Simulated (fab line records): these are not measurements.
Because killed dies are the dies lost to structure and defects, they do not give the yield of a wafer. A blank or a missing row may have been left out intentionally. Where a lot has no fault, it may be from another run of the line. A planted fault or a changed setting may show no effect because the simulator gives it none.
fab line records	flow n5Finfet
record: lots: 7	wafers: 39
route steps=1938 shown BEOL_M7@1320 BEOL_M9@1440 BEOL_M13@1659 MIM_BOT_ETCH@1866
startH: start of the lot's first displayed wafer, in hours after the record's first day	waitH: hours since the lot's step before	" the same as in the row above	L1.1+2: several wafers, shown together as one row	- no value, or no start given	* or withheld: withheld	< > ~ a bound
route shown NAME@n: a module of which the file shows steps, and the number in the route of the first	usual: average and standard deviation across the fault-free wafers	same: alike in all rows	chamber/n: place in a boat	sites: readings site by site	_std_site: the standard deviation of these	_edge_site: inner sites' mean taken away from outer sites' mean	radiusMm: for every site, how far away it sits from the centre of the wafer	mask NAME#n: copy n	behind: the last tool/chamber to shape the wafer	hold: what put the lot on hold/how long, in hours/how the hold closed	device: names the non-switching transistor (n, p or np)	end of line: at the end of the route, the tests of the same wafers	a step with no rows: only its recipe	killed: the dies lost at the first sort to structure and to defects; this is not the yield of the wafer	map: per-die view of a wafer (x killed, . not killed, _ where there is no die)
set.NAME: the setting as run; set.NAME@STEP: as run at that earlier step	model.NAME: the simulator's own value behind a step, which no gauge read
lots where settings were altered on purpose, with a table for each step and a row for each wafer
== steps ==
step: N5_BEOL_M7_ALD_77
recipe: material: TaN	targetThkA: 20	tempC: 275	aldPrecursorFamily: PDMAT	aldCoReactant: NH3	pressureTorr: 3	carrierFlowSccm: 1500	pulseTimeS: 2	purgeTimeS: 3	coReactantPurgeTimeS: 2	coReactantPulseTimeS: 3	aldCycles: 40	precursorVesselTempC: 75	precursorVesselPressureTorr: 26.25	precursorVesselCarrierSccm: 1000
lot.wafer	tool	chamber	startH	waitH	set.aldCycles	model.TaN_of_BEOL_M7_ALD_77.thkNm
L080.1+3	aldMetal-01	3,0	218.24	0.0	46	2.4
L080.2+4+5	"	2,1,1	"	"	40	2
L080.6	"	0	"	"	46	2.2
L079.1+2+5	aldMetal-01	2,0,0	218.77	0.1	57	2.8
L079.3+4+6	"	3,1,1	"	"	40	2
L082.1+4	aldMetal-02	1,3	228.10	0.0	30	1.4
L082.2+5+6	"	0,3,0	"	"	40	2
L082.3	"	2	"	"	30	1.6
L083.1+2+6	aldMetal-03	0,2,1	251.10	0.1	40	2
L083.3+4+5	"	3,1,2	"	"	28	1.4
L085.1+5+6	aldMetal-03	3,0,3	259.12	0.0	40	2
L085.2+3+4	"	1,2,0	"	"	16	0.8
L092.1	aldMetal-03	1	308.39	0.1	26	1.2
L092.2+3+4	"	2,3,0	"	"	40	2
L092.5+6	"	3,0	"	"	26	1.4
L095.2+4+5	aldMetal-01	1,2,0	331.76	0.2	40	2
step: N5_BEOL_M9_ETCH_66
recipe: chemistry: N2/H2	target: SOC	targetDepthA: 800	overetchA: 160	maskMaterial: SiARC	tempC: 40	timeS: 120	ionEnergyEv: 200	pressureMtorr: 30	sourceW: 840	biasW: 150	n2FlowSccm: 200	h2FlowSccm: 200
lot.wafer	tool	chamber	startH	waitH	set.targetDepthA	model.SiARC_of_BEOL_M9_COAT_64.thkNm
L079.1	rieDiel-05	2	231.62	0.0	1179	4.4
L079.2	"	1	"	"	1179	4.2
L079.3	"	3	"	"	800	6.4
L079.4+5	"	0	"	"	800	6.6
L079.6	"	1	"	"	1179	4
L080.1	rieDiel-04	2	233.23	0.0	1264	3.6
L080.2+6	"	0	"	"	800	6.2
L080.3	"	1	"	"	800	6.4
L080.4	"	3	"	"	1264	4
L080.5	"	3	"	"	1264	3.8
L082.1+4	rieDiel-04	2,3	242.40	0.0	800	6.4
L082.2+5	"	1	"	"	1149	4.4
L082.3	"	0	"	"	1149	4.2
L082.6	"	0	"	"	800	6.2
L083.1+5	rieDiel-05	0	264.04	0.0	800	6.6
L083.2+3+6	"	3,2,3	"	"	800	6.4
L083.4	"	1	"	"	800	6.2
L085.1+6	rieDiel-04	0,2	272.61	0.0	664.2	7
L085.2+4+5	"	1,2,1	"	"	800	6.2
L085.3	"	3	"	"	664.2	7.2
L092.1	rieDiel-04	2	326.37	0.0	980.6	5.4
L092.2+5	"	0,1	"	"	800	6.2
L092.3	"	3	"	"	800	6.6
L092.4	"	1	"	"	980.6	5
L092.6	"	0	"	"	980.6	5.2
L095.2+4	rieDiel-06	1	344.40	0.0	800	6.6
L095.5	"	0	"	"	800	6.2
step: N5_BEOL_M13_ILD_DEP_00
recipe: material: SiOC	targetThkA: 8379.2	tempC: 350	precursor: DEMS/O2	pressureTorr: 5	rfW: 500	timeS: 166.4
lot.wafer	tool	chamber	startH	waitH	set.timeS	model.SiOC_of_BEOL_M13_ILD_DEP_00.thkNm
L080.1	pecvd-01	0	259.81	0.0	166.4	830.4
L080.2	"	1	"	"	166.4	823.8
L080.3	"	2	"	"	166.4	826.4
L080.4	"	2	"	"	232.4	1178
L080.5	"	1	"	"	232.4	1166
L080.6	"	0	"	"	232.4	1182
L079.1	pecvd-01	1	260.18	0.0	166.4	829.8
L079.2	"	2	"	"	166.4	831
L079.3	"	0	"	"	166.4	828
L079.4	"	0	"	"	166.4	842.8
L079.5	"	2	"	"	166.4	837.8
L079.6	"	1	"	"	166.4	839.8
L082.1	pecvd-01	1	266.21	0.0	166.4	819
L082.2	"	0	"	"	166.4	820.8
L082.3	"	2	"	"	166.4	822.8
L082.4	"	2	"	"	166.4	848.2
L082.5	"	0	"	"	166.4	836.2
L082.6	"	1	"	"	166.4	823.8
L083.1	pecvd-03	1	289.30	0.0	215.1	1072
L083.2	"	0	"	"	215.1	1074
L083.3+6	"	2	"	"	166.4	835.6
L083.4	"	1	"	"	215.1	1087
L083.5	"	0	"	"	166.4	846.6
L085.1	pecvd-03	0	298.29	0.0	230.8	1156
L085.2	"	1	"	"	166.4	832.4
L085.3+5	"	2,1	"	"	166.4	841.2
L085.4	"	0	"	"	230.8	1180
L085.6	"	2	"	"	230.8	1171
L092.1	pecvd-01	2	348.70	0.0	239.3	1181
L092.2	"	1	"	"	239.3	1177
L092.3	"	2	"	"	166.4	833.2
L092.4	"	1	"	"	166.4	838.8
L092.5	"	1	"	"	239.3	1203
L092.6	"	2	"	"	166.4	826.8
L095.2	pecvd-03	1	368.78	0.0	166.4	833.8
L095.4	"	1	"	"	166.4	843.2
L095.5	"	2	"	"	166.4	841.6
step: N5_BEOL_M13_THK_MEAS_01
recipe: reads: SiOC_of_BEOL_M13_ILD_DEP_00
usual: M13_ILD_THK: 837/10
lot.wafer	tool	chamber	startH	waitH	set.timeS@BEOL_M13_ILD_DEP_00	M13_ILD_THK[nm]
L080.1	filmMetro-02	-	259.96	0.1	166.4	830
L080.2	"	-	"	"	166.4	824
L080.3	"	-	"	"	166.4	826
L080.4	"	-	"	"	232.4	1179
L080.5	"	-	"	"	232.4	1166
L080.6	"	-	"	"	232.4	1181
L079.1	filmMetro-02	-	260.33	0.1	166.4	829
L079.2	"	-	"	"	166.4	831
L079.3	"	-	"	"	166.4	828
L079.4	"	-	"	"	166.4	843
L079.5	"	-	"	"	166.4	838
L079.6	"	-	"	"	166.4	839
L082.1	filmMetro-01	-	266.37	0.1	166.4	819
L082.2	"	-	"	"	166.4	821
L082.3	"	-	"	"	166.4	822
L082.4	"	-	"	"	166.4	848
L082.5	"	-	"	"	166.4	836
L082.6	"	-	"	"	166.4	823
L083.1	filmMetro-01	-	289.45	0.1	215.1	1072
L083.2	"	-	"	"	215.1	1073
L083.3	"	-	"	"	166.4	836
L083.4	"	-	"	"	215.1	1086
L083.5	"	-	"	"	166.4	847
L083.6	"	-	"	"	166.4	835
L085.1	filmMetro-01	-	298.45	0.1	230.8	1155
L085.2	"	-	"	"	166.4	832
L085.3	"	-	"	"	166.4	841
L085.4	"	-	"	"	230.8	1180
L085.5	"	-	"	"	166.4	841
L085.6	"	-	"	"	230.8	1172
L092.1	filmMetro-02	-	348.91	0.2	239.3	1181
L092.2	"	-	"	"	239.3	1177
L092.3	"	-	"	"	166.4	832
L092.4	"	-	"	"	166.4	839
L092.5	"	-	"	"	239.3	1202
L092.6	"	-	"	"	166.4	827
L095.2	filmMetro-01	-	368.93	0.1	166.4	834
L095.4	"	-	"	"	166.4	843
L095.5	"	-	"	"	166.4	842
step: N5_BEOL_M13_COAT_58
recipe: resist: BARC	tempC: 205	timeS: 60	spinRpm: 1500	resistThkNm: 89
step: N5_BEOL_M13_COAT_04
recipe: spinRpm: 1625	resistThkNm: 400
step: N5_BEOL_M13_DESCUM_15
recipe: chemistry: O2	timeS: 7.9	sourcePowerW: 50	biasPowerW: 20	pressureMtorr: 20	rfFrequencyHz: 2.712e+07	tempC: 40	o2FlowSccm: 225
step: N5_BEOL_M13_ETCH_59
recipe: chemistry: N2/H2	target: BARC	targetDepthA: 890	overetchA: 267	timeS: 67.9	ionEnergyEv: 200	pressureMtorr: 30	sourceW: 840	biasW: 150	n2FlowSccm: 200	h2FlowSccm: 200
step: N5_BEOL_M13_VIA_ETCH_16
recipe: chemistry: C4F8/O2/Ar	target: SiOC	pressureMtorr: 30	sourceW: 3000	biasW: 700	Ar_flow_sccm: 400	C4F8_flow_sccm: 15	O2_flow_sccm: 8	heInnerTorr: 15	heOuterTorr: 30	targetDepthA: 9217	timeS: withheld	ionEnergyEv: 250	ends: cleared
lot.wafer	tool	chamber	startH	waitH	set.timeS@BEOL_M13_ILD_DEP_00	model.etch.depthNm	model.BARC_of_BEOL_M13_COAT_58.thkNm	model.coat_of_BEOL_M13_COAT_04.thkNm
L080.1	rieDiel-06	2	260.56	0.0	*	830.3	89	73.2
L080.2	"	3	"	"	*	823.8	89	75.6
L080.3	"	0	"	"	*	826.3	89	73.2
L080.4	"	1	"	"	*	1178	60	0
L080.5	"	3	"	"	*	1166	63.2	0
L080.6	"	0	"	"	*	1182	55.6	0
L079.1	rieDiel-05	2	260.82	0.0	*	829.9	89.2	72.4
L079.2	"	0	"	"	*	831	89	74.4
L079.3	"	1	"	"	*	828	88.8	72.4
L079.4	"	3	"	"	*	842.8	89.2	69.2
L079.5	"	0	"	"	*	837.7	89.2	72.2
L079.6	"	3	"	"	*	839.7	89.2	70.4
L082.1	rieDiel-04	3	266.88	0.0	*	819	88.8	77.6
L082.2	"	0	"	"	*	820.7	88.8	76.4
L082.3	"	2	"	"	*	822.8	89	74.6
L082.4	"	3	"	"	*	848.1	89	68.2
L082.5	"	0	"	"	*	836.1	89.2	70
L082.6	"	2	"	"	*	823.7	88.8	73.4
L083.1	rieDiel-05	1	290.44	0.0	*	1072	89.6	0
L083.2	"	0	"	"	*	1074	89.6	3.6
L083.3	"	2	"	"	*	835.6	89.8	72.4
L083.4	"	3	"	"	*	1087	86.2	0
L083.5	"	0	"	"	*	846.6	89.6	69.2
L083.6	"	3	"	"	*	835.6	89.2	72
L085.1	rieDiel-06	2	299.08	0.0	*	1156	66	0
L085.2	"	1	"	"	*	832.5	88.6	75.4
L085.3	"	0	"	"	*	841.3	88.8	69.2
L085.4	"	3	"	"	*	1180	58.4	0
L085.5	"	2	"	"	*	841.1	88.4	71.6
L085.6	"	1	"	"	*	1171	63.8	0
L092.1	rieDiel-06	0	349.52	0.0	*	1181	54.6	0
L092.2	"	3	"	"	*	1177	60	0
L092.3	"	1	"	"	*	833.2	88.8	72
L092.4	"	1	"	"	*	838.8	89	70
L092.5	"	3	"	"	*	1203	49.4	0
L092.6	"	0	"	"	*	826.8	88.8	71
L095.2	rieDiel-05	2	369.41	0.0	*	833.8	88.6	71.4
L095.4	"	3	"	"	*	843.2	88.8	66.2
L095.5	"	2	"	"	*	841.7	89	68.2
step: N5_BEOL_M13_STRIP_63
recipe: chemistry: N2/H2	powerW: 1000	tempC: 250	h2Frac: 0.65	overashFraction: 0.3	pressureMtorr: 1000	n2FlowSccm: 1750	h2FlowSccm: 3250
usual: oesProductAu: 0.674/0.0051	stripTimeToEndpointS: 28.0/1
lot.wafer	tool	chamber	startH	waitH	set.timeS@BEOL_M13_ILD_DEP_00	oesProductAu	stripTimeToEndpointS
L080.1	plasmaAsher-01	0	260.80	-	166.4	0.670	28.6
L080.2	"	1	"	"	166.4	0.683	29.3
L080.3	"	1	"	"	166.4	0.673	28.6
L080.4	"	0	"	"	232.4	0.226	0.0
L080.5	"	1	"	"	232.4	0.231	0.0
L080.6	"	0	"	"	232.4	0.239	0.0
L079.1	plasmaAsher-02	1	261.06	-	166.4	0.679	28.4
L079.2	"	0	"	"	166.4	0.666	29.0
L079.3	"	1	"	"	166.4	0.674	28.4
L079.4	"	0	"	"	166.4	0.671	27.4
L079.5	"	0	"	"	166.4	0.667	28.3
L079.6	"	1	"	"	166.4	0.677	27.8
L082.1	plasmaAsher-02	1	267.11	-	166.4	0.682	29.8
L082.2	"	0	"	"	166.4	0.680	29.6
L082.3	"	1	"	"	166.4	0.669	29.0
L082.4	"	0	"	"	166.4	0.675	27.2
L082.5	"	0	"	"	166.4	0.667	27.7
L082.6	"	1	"	"	166.4	0.679	28.7
L083.1	plasmaAsher-01	1	290.68	-	215.1	0.237	0.2
L083.2	"	0	"	"	215.1	0.301	4.8
L083.3	"	1	"	"	166.4	0.675	28.4
L083.4	"	0	"	"	215.1	0.230	0.0
L083.5	"	0	"	"	166.4	0.675	27.4
L083.6	"	1	"	"	166.4	0.675	28.3
L085.1	plasmaAsher-02	1	299.31	-	230.8	0.232	0.0
L085.2	"	0	"	"	166.4	0.682	29.2
L085.3	"	0	"	"	166.4	0.681	27.4
L085.4	"	1	"	"	230.8	0.228	0.0
L085.5	"	0	"	"	166.4	0.678	28.1
L085.6	"	1	"	"	230.8	0.220	0.0
L092.1	plasmaAsher-02	1	349.75	-	239.3	0.227	0.0
L092.2	"	0	"	"	239.3	0.231	0.0
L092.3	"	1	"	"	166.4	0.683	28.2
L092.4	"	0	"	"	166.4	0.672	27.6
L092.5	"	1	"	"	239.3	0.226	0.0
L092.6	"	0	"	"	166.4	0.675	27.9
L095.2	plasmaAsher-02	1	369.65	-	166.4	0.681	28.1
L095.4	"	0	"	"	166.4	0.664	26.5
L095.5	"	1	"	"	166.4	0.683	27.1
step: N5_BEOL_M13_STRIP_64
recipe: chemistry: N2/H2	powerW: 1000	tempC: 250	h2Frac: 0.65	overashFraction: 0.3	pressureMtorr: withheld	n2FlowSccm: 1750	h2FlowSccm: 3250
usual: oesProductAu: 0.714/0.0044	stripTimeToEndpointS: 31.29/0.091
lot.wafer	tool	chamber	startH	waitH	set.timeS@BEOL_M13_ILD_DEP_00	oesProductAu	stripTimeToEndpointS
L080.1	plasmaAsher-01	0	260.86	0.0	166.4	0.715	31.29
L080.2	"	1	"	"	166.4	0.719	31.28
L080.3	"	1	"	"	166.4	0.713	31.28
L080.4	"	0	"	"	232.4	0.668	24.68
L080.5	"	1	"	"	232.4	0.674	25.68
L080.6	"	0	"	"	232.4	0.669	23.30
L079.1	plasmaAsher-02	1	261.12	0.0	166.4	0.708	31.38
L079.2	"	0	"	"	166.4	0.717	31.32
L079.3	"	1	"	"	166.4	0.722	31.24
L079.4	"	0	"	"	166.4	0.713	31.34
L079.5	"	0	"	"	166.4	0.719	31.35
L079.6	"	1	"	"	166.4	0.719	31.35
L082.1	plasmaAsher-02	1	267.17	0.0	166.4	0.713	31.25
L082.2	"	0	"	"	166.4	0.710	31.23
L082.3	"	1	"	"	166.4	0.711	31.31
L082.4	"	0	"	"	166.4	0.710	31.30
L082.5	"	0	"	"	166.4	0.713	31.37
L082.6	"	1	"	"	166.4	0.713	31.24
L083.1	plasmaAsher-01	1	290.74	0.0	215.1	0.681	33.25
L083.2	"	0	"	"	215.1	0.719	31.50
L083.3	"	1	"	"	166.4	0.711	31.51
L083.4	"	0	"	"	215.1	0.687	32.32
L083.5	"	0	"	"	166.4	0.716	31.47
L083.6	"	1	"	"	166.4	0.714	31.36
L085.1	plasmaAsher-02	1	299.37	0.0	230.8	0.671	26.49
L085.2	"	0	"	"	166.4	0.709	31.18
L085.3	"	0	"	"	166.4	0.710	31.23
L085.4	"	1	"	"	230.8	0.669	24.17
L085.5	"	0	"	"	166.4	0.714	31.17
L085.6	"	1	"	"	230.8	0.674	25.79
L092.1	plasmaAsher-02	1	349.81	0.0	239.3	0.665	23.04
L092.2	"	0	"	"	239.3	0.662	24.68
L092.3	"	1	"	"	166.4	0.716	31.29
L092.4	"	0	"	"	166.4	0.714	31.32
L092.5	"	1	"	"	239.3	0.659	21.43
L092.6	"	0	"	"	166.4	0.710	31.27
L095.2	plasmaAsher-02	1	369.71	0.0	166.4	0.712	31.19
L095.4	"	0	"	"	166.4	0.715	31.25
L095.5	"	1	"	"	166.4	0.713	31.31
step: N5_MIM_BOT_ETCH_ETCH_04
recipe: chemistry: CF4/O2	target: SiNx	targetDepthA: 260	timeS: 13	ionEnergyEv: 100	pressureMtorr: 40	sourceW: 535	biasW: 49	Ar_flow_sccm: 100	cf4FlowSccm: 100	O2_flow_sccm: 10
lot.wafer	tool	chamber	startH	waitH	set.timeS	model.etch.depthNm	model.MIM_BOT_ETCH.cdOffsetNm
L080.1	rieDiel-01	0	280.50	0.0	10.43	21.2	0.2
L080.2	"	2	"	"	10.43	20.89	0.4
L080.3	"	3	"	"	13	26.09	0
L080.4	"	1	"	"	10.43	21.14	0.4
L080.5	"	3	"	"	13	26.04	0
L080.6	"	0	"	"	13	26.44	0
L079.1	rieDiel-02	2	283.05	0.0	13	26.25	0
L079.2	"	1	"	"	7.244	14.49	0.6
L079.3	"	0	"	"	7.244	14.7	0.4
L079.4	"	3	"	"	13	25.75	0
L079.5	"	3	"	"	13	25.8	0
L079.6	"	2	"	"	7.244	14.62	0.6
L082.1	rieDiel-02	1	289.11	0.0	13	26.15	0.2
L082.2	"	0	"	"	13	26.51	0
L082.3	"	2	"	"	13	26.23	0.2
L082.4	"	3	"	"	13	25.83	0.2
L082.5	"	2	"	"	13	26.42	0.2
L082.6	"	3	"	"	13	25.69	0.2
L083.1	rieDiel-02	0	314.90	0.0	13	26.27	0
L083.2	"	3	"	"	13	25.64	0
L083.3	"	1	"	"	13	25.95	0
L083.4	"	2	"	"	13	26.12	0
L083.5	"	2	"	"	13	26.31	0
L083.6	"	1	"	"	13	26.01	0.2
L085.1	rieDiel-02	1	321.18	0.0	13	26.01	0
L085.2	"	2	"	"	13	26.22	0
L085.3	"	0	"	"	13	26.12	0
L085.4	"	3	"	"	19.28	38.07	-0.4
L085.5	"	3	"	"	19.28	38.5	-0.4
L085.6	"	2	"	"	19.28	38.81	-0.4
L092.1	rieDiel-03	1	371.77	0.0	13	26.04	0
L092.2	"	0	"	"	13	25.69	0
L092.3	"	2	"	"	6.968	14.32	0.6
L092.4	"	3	"	"	6.968	13.95	0.6
L092.5	"	0	"	"	6.968	13.64	0.6
L092.6	"	3	"	"	13	26.19	0
L095.2	rieDiel-03	3	395.67	0.0	13	26.14	0
L095.4	"	2	"	"	13	26.91	0
L095.5	"	3	"	"	13	26.17	0
== key ==
split: step: N5_BEOL_M7_ALD_77	setting: aldCycles	stated: 40	by: wafer
response: step: N5_BEOL_M7_ALD_77	reading: model.TaN_of_BEOL_M7_ALD_77.thkNm	change: +0.0198	per: 1%	r: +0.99
split: step: N5_BEOL_M9_ETCH_66	setting: targetDepthA	stated: 800	by: wafer
response: step: N5_BEOL_M9_ETCH_66	reading: model.SiARC_of_BEOL_M9_COAT_64.thkNm	change: -0.0459	per: 1%	r: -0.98
split: step: N5_BEOL_M13_ILD_DEP_00	setting: timeS	stated: 166.4	by: wafer
response: step: N5_BEOL_M13_ILD_DEP_00	reading: model.SiOC_of_BEOL_M13_ILD_DEP_00.thkNm	change: +8.4	per: 1%	r: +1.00
response: step: N5_BEOL_M13_THK_MEAS_01	reading: M13_ILD_THK	change: +8.4	per: 1%	r: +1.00
response: step: N5_BEOL_M13_VIA_ETCH_16	reading: model.etch.depthNm	change: +8.4	per: 1%	r: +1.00
response: step: N5_BEOL_M13_VIA_ETCH_16	reading: model.BARC_of_BEOL_M13_COAT_58.thkNm	change: -0.632	per: 1%	r: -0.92
response: step: N5_BEOL_M13_VIA_ETCH_16	reading: model.coat_of_BEOL_M13_COAT_04.thkNm	change: -1.86	per: 1%	r: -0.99
response: step: N5_BEOL_M13_STRIP_63	reading: oesProductAu	change: -0.0115	per: 1%	r: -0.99
response: step: N5_BEOL_M13_STRIP_63	reading: stripTimeToEndpointS	shape: bent	atLowest: *	atStated: *	atHighest: *
response: step: N5_BEOL_M13_STRIP_64	reading: oesProductAu	change: -0.00105	per: 1%	r: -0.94
split: step: N5_MIM_BOT_ETCH_ETCH_04	setting: timeS	stated: 13	by: wafer
response: step: N5_MIM_BOT_ETCH_ETCH_04	reading: model.etch.depthNm	change: +0.257	per: 1%	r: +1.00
response: step: N5_MIM_BOT_ETCH_ETCH_04	reading: model.MIM_BOT_ETCH.cdOffsetNm	change: -0.0113	per: 1%	r: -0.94
